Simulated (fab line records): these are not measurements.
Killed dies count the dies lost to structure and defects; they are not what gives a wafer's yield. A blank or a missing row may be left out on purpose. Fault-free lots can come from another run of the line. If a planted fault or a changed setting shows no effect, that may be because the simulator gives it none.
Split-lot trial -- flow n5Finfet -- 21 wafers read across 7 lots, on a route 1938 steps long

== ABOUT THE SPLIT ==
At N5_FIN_SAQP_ETCH_52 (etches SOC in N2/H2, target depth 100 nm, overetch 20 nm, time 150 s), the setting sourceW was moved away from the recipe's 840 W on 6 of the 21 wafers read, by -16.6% to +16.2%. The other wafers ran this setting at the recipe's value.

The reading comes from the split's own step.

== THE READING ==
rfVppV, in V, at N5_FIN_SAQP_ETCH_52 (etches SOC in N2/H2, target depth 100 nm, overetch 20 nm, time 150 s). A value of 523.3 V with a standard deviation of 2.5 V is what fault-free wafers of this fab line usually give.

wafer,"tool, chamber at the split","sourceW as run, W",against the recipe,"rfVppV, V",against lot-mates on the recipe
L074.4,"rieDiel-03, 2",941.4,+12.1%,503.3,-25.5
L074.5,"rieDiel-03, 3",840,recipe,528.8,-
L074.6,"rieDiel-03, 2",941.4,+12.1%,502.8,-26.0
L081.1,"rieDiel-04, 0",840,recipe,524.2,-
L081.5,"rieDiel-04, 3",840,recipe,520.3,-
L081.6,"rieDiel-04, 0",840,recipe,524.4,-
L084.2,"rieDiel-01, 0",840,recipe,526.9,-
L084.4,"rieDiel-01, 1",976.4,+16.2%,497.6,-26.6
L084.6,"rieDiel-01, 2",840,recipe,521.6,-
L086.2,"rieDiel-01, 2",840,recipe,520.6,-
L086.3,"rieDiel-01, 3",840,recipe,519.5,-
L086.4,"rieDiel-01, 0",840,recipe,526.3,-
L088.2,"rieDiel-03, 0",840,recipe,520.4,-
L088.4,"rieDiel-03, 1",840,recipe,526.4,-
L088.6,"rieDiel-03, 2",840,recipe,522.5,-
L093.1,"rieDiel-04, 0",840,recipe,524.9,-
L093.2,"rieDiel-04, 3",840,recipe,518.7,-
L093.3,"rieDiel-04, 1",749.1,-10.8%,546.0,+24.2
L094.2,"rieDiel-04, 3",840,recipe,520.2,-
L094.3,"rieDiel-04, 0",700.3,-16.6%,557.0,+36.8
L094.4,"rieDiel-04, 1",700.3,-16.6%,559.4,+39.2

THE FIT
A straight line over all 21 wafers: rfVppV changes by -1.89 V for each +1% of sourceW; r = -0.98; the points scatter about the line by 3.2 V.
The same after taking each lot's own level away (the mean of its wafers on the recipe; 21 wafers): -2.1 V for each +1%; r = -0.99; scatter 2.9 V.
The reading moves by 35 V for the largest change in sourceW, on that fit.
Measured against the standard deviation above, the lots' own levels, which go from 520.20 to 528.80 V, span 3.4 times it.
Thus the slope moves with the lot-to-lot level: the two fits are different.
Check: for one of the wafers moved furthest among these (-16.6%), held out of the fit, the line's prediction against its lot-mates is +35.2 V. It came out at +36.8 V against them.
Tool readings at the split's step, against how far the setting was moved: rfVppV r = -0.98.

== ADDITIONAL SPLITS CARRIED BY THESE WAFERS ==
These wafers also went through other splits before the reading. Each is held against what the fit with the lots' levels taken away leaves over:
other split on the same wafers,wafers away from the commonest value,r with rfVppV (lot level and that fit taken away)
N5_ZERO_LAYER_EXPOSE_08 doseMj,6,-0.25
N5_ZERO_LAYER_DEVELOP_10 developTimeS,10,-0.14
N5_PMOS_HMC_CHANNEL_EPI_EXPOSE_06 doseMj,7,-0.39
N5_PMOS_HMC_CHANNEL_EPI_PEB_07 pebTempC,6,-0.03

== THE WHOLE CHAIN: every reading that the file lists as answering this split, in the file's order ==
step,what it does,reading,change (the file's fit),r (the file's)
N5_FIN_SAQP_ETCH_52,"etches SOC in N2/H2, target depth 100 nm, overetch 20 nm, time 150 s",rfVppV,-2.04 V for each +1% of the setting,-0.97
N5_FIN_SAQP_ETCH_52,"etches SOC in N2/H2, target depth 100 nm, overetch 20 nm, time 150 s","SiARC_of_FIN_SAQP_COAT_50.thkNm (the simulator's own value, which no gauge read)",-0.0529 nm for each +1% of the setting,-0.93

== FILE'S OWN FIT ==
rfVppV changes by -2.04 V for each +1% of sourceW, r = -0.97.
